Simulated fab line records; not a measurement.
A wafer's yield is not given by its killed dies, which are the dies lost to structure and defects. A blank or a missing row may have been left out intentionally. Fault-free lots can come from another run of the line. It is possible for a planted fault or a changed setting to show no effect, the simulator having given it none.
fab line records | flow nandHarc
[record] lots = 7 | wafers = 21 | lastDay = 32
route steps=1302 shown A_SGD_CUT@918 A_SLIT@922
lots with no fault: from the same line, run without faults
startH: hours from the record's first day to the start of the lot's first wafer shown | waitH: hours elapsed since this lot's preceding step | " same as the row above | L1.1+2: one row covering several wafers at once | - value missing, or start not given | * or withheld: withheld | < > ~ a bound
route shown NAME@n: a module of which the file shows steps, and the number in the route of the first | usual: mean/standard deviation taken from wafers without a fault | same: alike in all rows | chamber/n: place in a boat | sites: readings site by site | _std_site: the standard deviation of these | _edge_site: inner sites' mean taken away from outer sites' mean | radiusMm: for every site, how far away it sits from the centre of the wafer | mask NAME#n: copy n | behind: tool/chamber where the wafer was last shaped | hold: what put the lot on hold/how long, in hours/how the hold closed | device: whichever transistor did not switch (one of n, p or np) | end of line: the route-end tests of the same wafers | a step without rows: its recipe alone | killed: count of dies lost to structure and defects at first sort (not the wafer's yield) | map: shows each die of a wafer: x if killed, . if not, _ if none is there
set.NAME: the setting that was run; set.NAME@STEP: the one run at that earlier step | model.NAME: the simulator's own value behind a step, which no gauge read
lots at some steps of the route; a table a step, a row a wafer
services: a tool's chamber out of use, with start hour (startH, from the record's first day; less than 0 if before it), hours out, and reason
[[steps]]
[step NHARC_A_SGD_CUT_ETCH_26]
[recipe] targetDepthA = 458 | chemistry = dHF | material = SiO2
[step NHARC_A_SGD_CUT_ETCHBACK_24]
[recipe] targetDepthA = 500 | overEtchFrac = 0.3 | timeS = 92.857 | ionEnergyEv = 120 | ch3fFlowSccm = 50 | o2FlowSccm = 30 | arFlowSccm = 200 | rfW = 500 | biasW = 100 | chemistry = CH3F/O2
[usual] drypumpMotorCurrentA = 5.8/0.5 | oesProductAu = 0.96/0.037 | rfVppV = 244.0/1.7 | showerheadPlenumPTorr = 2.44/0.11 | throttleValvePct = 20.663/0.0096
lot.wafer | tool       | chamber | startH | waitH | drypumpMotorCurrentA | oesProductAu | rfHoursCounterH | rfVppV | showerheadPlenumPTorr | throttleValvePct
L204.2    | rieDiel-07 | 3       | 464.04 | 0.2   | 5.1                  | 0.95         | 10.6            | 242.4  | 2.34                  | 20.653
L204.5    | "          | 2       | "      | "     | 5.1                  | 0.97         | -               | 242.8  | 2.29                  | 20.666
L204.6    | "          | 3       | "      | "     | 5.0                  | 0.95         | -               | 241.7  | 2.34                  | 20.657
L208.3    | rieDiel-07 | 1       | 496.53 | 0.2   | 5.2                  | 0.95         | 1.2             | 242.4  | 2.30                  | 20.694
L208.2    | "          | 2       | "      | "     | 5.1                  | 0.93         | 1.1             | 240.5  | 2.29                  | 20.661
L208.5    | "          | 3       | "      | "     | 5.1                  | 0.93         | -               | 241.3  | 2.34                  | 20.659
L213.4    | rieDiel-11 | 0       | 546.62 | 0.2   | 6.8                  | 0.98         | 8.1             | 242.2  | 2.31                  | 20.673
L213.3    | "          | 2       | "      | "     | 5.4                  | 1.01         | 8.8             | 245.6  | 2.54                  | 20.677
L213.5    | "          | 3       | "      | "     | 6.4                  | 0.99         | -               | 245.7  | 2.49                  | 20.656
L211.2    | rieDiel-07 | 3       | 546.62 | 0.2   | 5.0                  | 0.93         | 3.7             | 243.3  | 2.34                  | 20.677
L211.1    | "          | 0       | "      | "     | 5.7                  | 0.94         | 4.2             | 241.7  | 2.39                  | 20.652
L211.6    | "          | 2       | "      | "     | 5.1                  | 0.92         | -               | 243.9  | 2.28                  | 20.666
L212.3    | rieDiel-09 | 0       | 546.76 | 0.2   | 6.2                  | 0.92         | 2.6             | 243.1  | 2.40                  | 20.666
L212.6    | "          | 0       | "      | "     | 6.2                  | 0.92         | -               | 244.7  | 2.40                  | 20.652
L212.5    | "          | 1       | "      | "     | 5.8                  | 0.92         | -               | 245.3  | 2.55                  | 20.672
L214.4    | rieDiel-07 | 2       | 554.82 | 0.2   | 5.1                  | 0.96         | 3.7             | 241.8  | 2.28                  | 20.665
L214.3    | "          | 3       | "      | "     | 5.1                  | 0.94         | 3.9             | 244.1  | 2.34                  | 20.670
L214.6    | "          | 0       | "      | "     | 5.7                  | 0.97         | -               | 243.5  | 2.39                  | 20.671
L222.3    | rieDiel-09 | 2       | 642.57 | 0.2   | 6.1                  | 1.00         | 6.6             | 246.9  | 2.53                  | 20.670
L222.4    | "          | 3       | "      | "     | 6.1                  | 1.03         | 6.4             | 245.5  | 2.55                  | 20.664
L222.2    | "          | 0       | "      | "     | 6.2                  | 0.97         | 6.5             | 243.3  | 2.40                  | 20.671
[step NHARC_A_SGD_CUT_STRIP_28]
[recipe] timeS = 20 | o2FlowSccm = 500 | arFlowSccm = 0 | biasW = 0 | chemistry = O2
[usual] drypumpMotorCurrentA = 5.8/0.49 | oesProductAu = 0.999/0.014 | rfVppV = 57.8/0.85 | showerheadPlenumPTorr = 3.51/0.15 | throttleValvePct = 17.037/0.0093
lot.wafer | tool       | chamber | startH | waitH | drypumpMotorCurrentA | oesProductAu | rfHoursCounterH | rfVppV | showerheadPlenumPTorr | throttleValvePct
L204.2    | rieDiel-07 | 0       | -      | -     | 5.7                  | 1.010        | 9.6             | 58.0   | 3.43                  | 17.042
L204.5    | "          | 2       | "      | "     | 5.1                  | 1.010        | -               | 57.7   | 3.29                  | 17.042
L204.6    | "          | 3       | "      | "     | 5.1                  | 1.016        | -               | 57.9   | 3.36                  | 17.048
L208.3    | rieDiel-07 | 2       | -      | -     | 5.1                  | 1.002        | 1.1             | 57.5   | 3.29                  | 17.042
L208.2    | "          | 3       | "      | "     | 5.0                  | 0.998        | 1.2             | 57.0   | 3.36                  | 17.023
L208.5    | "          | 1       | "      | "     | 5.2                  | 1.024        | -               | 57.0   | 3.31                  | 17.058
L213.3    | rieDiel-11 | 2       | -      | -     | 5.4                  | 1.022        | 8.8             | 58.9   | 3.63                  | 17.036
L213.4    | "          | 3       | "      | "     | 6.4                  | 1.007        | 9.7             | 58.0   | 3.58                  | 17.028
L213.5    | "          | 3       | "      | "     | 6.4                  | 1.012        | -               | 58.2   | 3.58                  | 17.033
L211.2    | rieDiel-07 | 2       | -      | -     | 5.1                  | 0.995        | 3.6             | 57.2   | 3.29                  | 17.052
L211.1    | "          | 0       | "      | "     | 5.7                  | 1.015        | 4.2             | 57.9   | 3.43                  | 17.024
L211.6    | "          | 2       | "      | "     | 5.1                  | 1.008        | -               | 56.0   | 3.29                  | 17.039
L212.3    | rieDiel-09 | 0       | -      | -     | 6.2                  | 0.982        | 2.7             | 56.9   | 3.45                  | 17.031
L212.5    | "          | 2       | "      | "     | 6.1                  | 0.982        | -               | 57.7   | 3.62                  | 17.019
L212.6    | "          | 3       | "      | "     | 6.1                  | 1.014        | -               | 57.9   | 3.65                  | 17.025
L214.4    | rieDiel-07 | 2       | -      | -     | 5.1                  | 0.997        | 3.8             | 56.9   | 3.29                  | 17.032
L214.3    | "          | 3       | "      | "     | 5.1                  | 0.991        | 3.9             | 58.9   | 3.36                  | 17.049
L214.6    | "          | 2       | "      | "     | 5.1                  | 0.999        | -               | 57.0   | 3.29                  | 17.053
L222.3    | rieDiel-09 | 0       | -      | -     | 6.2                  | 0.970        | 6.6             | 57.5   | 3.45                  | 17.047
L222.4    | "          | 1       | "      | "     | 5.8                  | 0.994        | 6.5             | 59.1   | 3.65                  | 17.018
L222.2    | "          | 2       | "      | "     | 6.1                  | 0.986        | 6.6             | 57.4   | 3.62                  | 17.018
[step NHARC_A_SGD_CUT_INSPECT_25]
[usual] rawDefectCount = 368/84
lot.wafer | tool             | chamber | startH | waitH | rawDefectCount
L204.2    | defectInspect-01 | -       | 464.27 | -     | 280
L204.5    | "                | -       | "      | "     | 267
L204.6    | "                | -       | "      | "     | 465
L208.2    | defectInspect-01 | -       | 496.74 | -     | 271
L208.3    | "                | -       | "      | "     | 328
L208.5    | "                | -       | "      | "     | 342
L213.3    | defectInspect-02 | -       | 546.85 | -     | 302
L213.4    | "                | -       | "      | "     | 524
L213.5    | "                | -       | "      | "     | 344
L211.1    | defectInspect-01 | -       | 546.85 | -     | 373
L211.2    | "                | -       | "      | "     | 421
L211.6    | "                | -       | "      | "     | 273
L212.3    | defectInspect-02 | -       | 547.00 | -     | 413
L212.5    | "                | -       | "      | "     | 475
L212.6    | "                | -       | "      | "     | 448
L214.3    | defectInspect-02 | -       | 555.03 | -     | 363
L214.4    | "                | -       | "      | "     | 382
L214.6    | "                | -       | "      | "     | 438
L222.2    | defectInspect-01 | -       | 642.80 | -     | 273
L222.3    | "                | -       | "      | "     | 270
L222.4    | "                | -       | "      | "     | 365
[step NHARC_A_SLIT_DEP_25]
[recipe] targetThkA = 2000 | tempC = 400 | pressureTorr = 6.5 | rfW = 900 | teosFlowSccm = 161.4 | flowSccm = 2650 | targetThkNm = 200 | gas = O2 | material = SiO2
[usual] heaterPowerW = 540/100 | throttleValvePct = 15.9/0.6
lot.wafer | tool     | chamber | startH | waitH | heaterPowerW | throttleValvePct
L204.2    | pecvd-03 | 1       | 464.37 | 0.1   | 577          | 17.0
L204.5    | "        | 0       | "      | "     | 532          | 16.5
L204.6    | "        | 2       | "      | "     | 658          | 15.7
L208.2    | pecvd-03 | 2       | 496.81 | 0.1   | 738          | 15.8
L208.3    | "        | 1       | "      | "     | 606          | 17.0
L208.5    | "        | 2       | "      | "     | 746          | 15.6
L213.3    | pecvd-04 | 1       | 546.92 | 0.1   | 405          | 15.2
L213.5    | "        | 1       | "      | "     | 419          | 15.1
L213.4    | "        | 2       | "      | "     | 520          | 16.0
L211.2    | pecvd-02 | 1       | 546.92 | 0.1   | 555          | 15.4
L211.1    | "        | 2       | "      | "     | 355          | 15.6
L211.6    | "        | 2       | "      | "     | 377          | 15.9
L212.3    | pecvd-03 | 0       | 547.14 | 0.1   | 613          | 16.7
L212.6    | "        | 2       | "      | "     | 593          | 16.0
L212.5    | "        | 0       | "      | "     | 608          | 16.9
L214.3    | pecvd-02 | 2       | 555.14 | 0.1   | 447          | 15.9
L214.6    | "        | 1       | "      | "     | 569          | 15.5
L214.4    | "        | 2       | "      | "     | 435          | 15.7
L222.3    | pecvd-02 | 2       | 642.86 | 0.1   | 388          | 16.0
L222.2    | "        | 1       | "      | "     | 467          | 15.2
L222.4    | "        | 0       | "      | "     | 572          | 16.1
[step NHARC_A_SLIT_DEP_00]
[recipe] targetThkA = 62000 | tempC = 400 | material = aC
[usual] throttleValvePct = 35.000/0.0092
lot.wafer | tool      | chamber | startH | waitH | throttleValvePct
L204.2    | aclDep-03 | 0       | 465.39 | -     | 34.990
L204.5    | "         | 0       | 467.26 | -     | 35.004
L204.6    | "         | 0       | "      | "     | 34.994
L208.2    | aclDep-01 | 0       | 498.81 | -     | 34.980
L208.3    | "         | 0       | "      | "     | 35.002
L208.5    | "         | 0       | 500.70 | -     | 34.991
L211.1    | aclDep-03 | 0       | 547.26 | -     | 35.002
L211.2    | "         | 0       | "      | "     | 35.009
L211.6    | "         | 0       | 550.39 | -     | 34.986
L213.3    | aclDep-02 | 0       | 548.49 | -     | 35.010
L213.4    | "         | 0       | "      | "     | 35.006
L213.5    | "         | 0       | "      | "     | 34.994
L212.3    | aclDep-01 | 0       | 548.64 | -     | 34.986
L212.5    | "         | 0       | 549.87 | -     | 35.020
L212.6    | "         | 0       | "      | "     | 35.001
L214.3    | aclDep-03 | 0       | 560.09 | -     | 35.003
L214.4    | "         | 0       | "      | "     | 35.010
L214.6    | "         | 0       | 561.99 | -     | 34.989
L222.2    | aclDep-03 | 0       | 644.61 | -     | 34.998
L222.3    | "         | 0       | "      | "     | 35.003
L222.4    | "         | 0       | "      | "     | 35.004
[step NHARC_A_SLIT_DEP_23]
[recipe] targetThkA = 1000 | targetThkNm = 100 | tempC = 400 | pressureTorr = 3.5 | flowSccm = 200 | rfW = 350 | material = SiON
[usual] heaterPowerW = 759/100
lot.wafer | tool     | chamber | startH | waitH | heaterPowerW
L204.2    | pecvd-03 | 1       | 468.53 | 2.5   | 781
L204.5    | "        | 1       | "      | "     | 763
L204.6    | "        | 2       | "      | "     | 929
L208.3    | pecvd-03 | 0       | 502.10 | 2.0   | 769
L208.2    | "        | 1       | "      | "     | 756
L208.5    | "        | 0       | "      | "     | 778
L213.3    | pecvd-04 | 0       | 550.99 | 1.9   | 723
L213.4    | "        | 0       | "      | "     | 726
L213.5    | "        | 1       | "      | "     | 608
L211.1    | pecvd-04 | 0       | 551.19 | 3.3   | 670
L211.2    | "        | 1       | "      | "     | 587
L211.6    | "        | 1       | "      | "     | 604
L212.3    | pecvd-02 | 1       | 551.25 | 2.0   | 796
L212.6    | "        | 2       | "      | "     | 657
L212.5    | "        | 0       | "      | "     | 732
L214.3    | pecvd-02 | 0       | 562.64 | 1.9   | 735
L214.6    | "        | 1       | "      | "     | 717
L214.4    | "        | 2       | "      | "     | 628
L222.2    | pecvd-03 | 0       | 647.80 | 2.6   | 786
L222.3    | "        | 1       | "      | "     | 763
L222.4    | "        | 1       | "      | "     | 757
[step NHARC_A_SLIT_DEHYDRATE_01]
[recipe] tempC = 150 | timeS = 120
[step NHARC_A_SLIT_HMDS_02]
[recipe] timeS = 30
[step NHARC_A_SLIT_COAT_03]
[recipe] spinRpm = 1500 | resistThkNm = 90
[step NHARC_A_SLIT_SOFTBAKE_04]
[recipe] tempC = 105 | timeS = 55
[step NHARC_A_SLIT_EBR_05]
[step NHARC_A_SLIT_EXPOSE_06]
[recipe] na = 1.35 | doseMj = 60.82 | maskId = SLIT
[usual] exposureDoseMJCm2 = 60.64/0.18 | focusOffsetNm = 0.0/0.5
lot.wafer | tool           | chamber | startH | waitH | mask   | exposureDoseMJCm2 | focusOffsetNm
L204.2    | arfiScanner-01 | 0       | 468.95 | -     | SLIT#0 | 60.50             | 0.8
L204.5    | "              | 0       | "      | "     | SLIT#0 | 60.38             | 0.2
L204.6    | "              | 0       | "      | "     | SLIT#0 | 60.43             | 0.6
L208.2    | arfiScanner-02 | 0       | 502.64 | -     | SLIT#0 | 60.79             | -0.1
L208.3    | "              | 0       | "      | "     | SLIT#0 | 60.83             | 0.1
L208.5    | "              | 0       | "      | "     | SLIT#0 | 60.80             | 1.4
L213.3    | arfiScanner-03 | -       | 551.42 | -     | SLIT#0 | -                 | -
L213.4    | "              | -       | "      | "     | SLIT#0 | -                 | -
L213.5    | "              | -       | "      | "     | SLIT#0 | -                 | -
L211.1    | arfiScanner-01 | -       | 551.70 | -     | SLIT#0 | -                 | -
L211.2    | "              | -       | "      | "     | SLIT#0 | -                 | -
L211.6    | "              | -       | "      | "     | SLIT#0 | -                 | -
L212.3    | arfiScanner-02 | -       | 551.86 | -     | SLIT#0 | -                 | -
L212.5    | "              | -       | "      | "     | SLIT#0 | -                 | -
L212.6    | "              | -       | "      | "     | SLIT#0 | -                 | -
L214.3    | arfiScanner-01 | 0       | 563.19 | -     | SLIT#0 | 60.50             | 0.5
L214.4    | "              | 0       | "      | "     | SLIT#0 | 60.48             | 0.5
L214.6    | "              | 0       | "      | "     | SLIT#0 | 60.45             | 0.1
L222.2    | arfiScanner-01 | 0       | 648.31 | -     | SLIT#0 | 60.46             | 0.3
L222.3    | "              | 0       | "      | "     | SLIT#0 | 60.47             | 0.0
L222.4    | "              | 0       | "      | "     | SLIT#0 | 60.44             | 0.1
[step NHARC_A_SLIT_PEB_07]
[recipe] pebTempC = 100 | pebTimeS = 65
[[services]]
tool           | chamber | startH | hours | kind
rieDiel-11     | 1       | 440.36 | 8.1   | repair
pecvd-04       | -       | 450.12 | 13.0  | pm
rieDiel-09     | 0       | 460.73 | 4.1   | repair
rieDiel-07     | 0       | 469.62 | 11.8  | repair
rieDiel-07     | -       | 471.20 | 9.0   | pm
aclDep-03      | -       | 478.85 | 13.0  | pm
arfiScanner-02 | -       | 484.00 | 4.0   | pm
pecvd-02       | 2       | 489.18 | 2.3   | repair
rieDiel-11     | 0       | 492.37 | 12.4  | repair
rieDiel-09     | -       | 497.15 | 9.0   | pm
rieDiel-07     | -       | 499.80 | 0.5   | repair
rieDiel-07     | 1       | 506.31 | 12.7  | repair
pecvd-03       | -       | 547.37 | 13.0  | pm
arfiScanner-02 | -       | 552.22 | 0.7   | repair
rieDiel-09     | 3       | 556.58 | 8.5   | repair
pecvd-04       | 1       | 558.47 | 12.2  | repair
pecvd-02       | 1       | 564.06 | 4.1   | repair
pecvd-02       | -       | 589.09 | 13.0  | pm
arfiScanner-01 | -       | 596.00 | 4.0   | pm
rieDiel-07     | 3       | 599.92 | 3.0   | repair
pecvd-04       | -       | 631.12 | 13.0  | pm
rieDiel-07     | 1       | 640.68 | 5.6   | repair
rieDiel-07     | -       | 648.20 | 9.0   | pm
pecvd-02       | 2       | 648.22 | 16.2  | repair
[[key]]
[firstSign] step = NHARC_A_SLIT_EXPOSE_06 | reading = toolRecord | direction = missing
effect none on later readings
metAt NHARC_A_SLIT_EXPOSE_06
struckWafers L211.1,L211.2,L211.6,L212.3,L212.5,L212.6,L213.3,L213.4,L213.5
laterRowsLeftOut L211.1,L211.2,L211.6,L212.3,L212.5,L212.6,L213.3,L213.4,L213.5
sortLeftOut L211.1,L211.2,L211.6,L212.3,L212.5,L212.6,L213.3,L213.4,L213.5
testerLeftOut L211,L212,L213
onsetBetween 502.64 551.42
[fault] kind = skippedStepWhole | tool = arfiScanner-01,arfiScanner-02,arfiScanner-03 | chamber = - | onsetH = 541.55 | steps = NHARC_A_SLIT_EXPOSE_06 | scope = struckLotsOnly
// testerLeftOut: of these lots the tester's yield and bins aren't shown, on N5 and GAA mostly nor the transistor test; their killed dies are dies lost to structure and defects alone, not to doping, threshold or leakage, so they don't give the yield
// sortLeftOut: the simulated sort isn't trusted on such a fault, so these wafers' sort isn't shown, and their yield isn't known
// laterRowsLeftOut: the simulator's readings of these wafers behind a module that went badly wrong aren't trusted and aren't shown, but for the sort
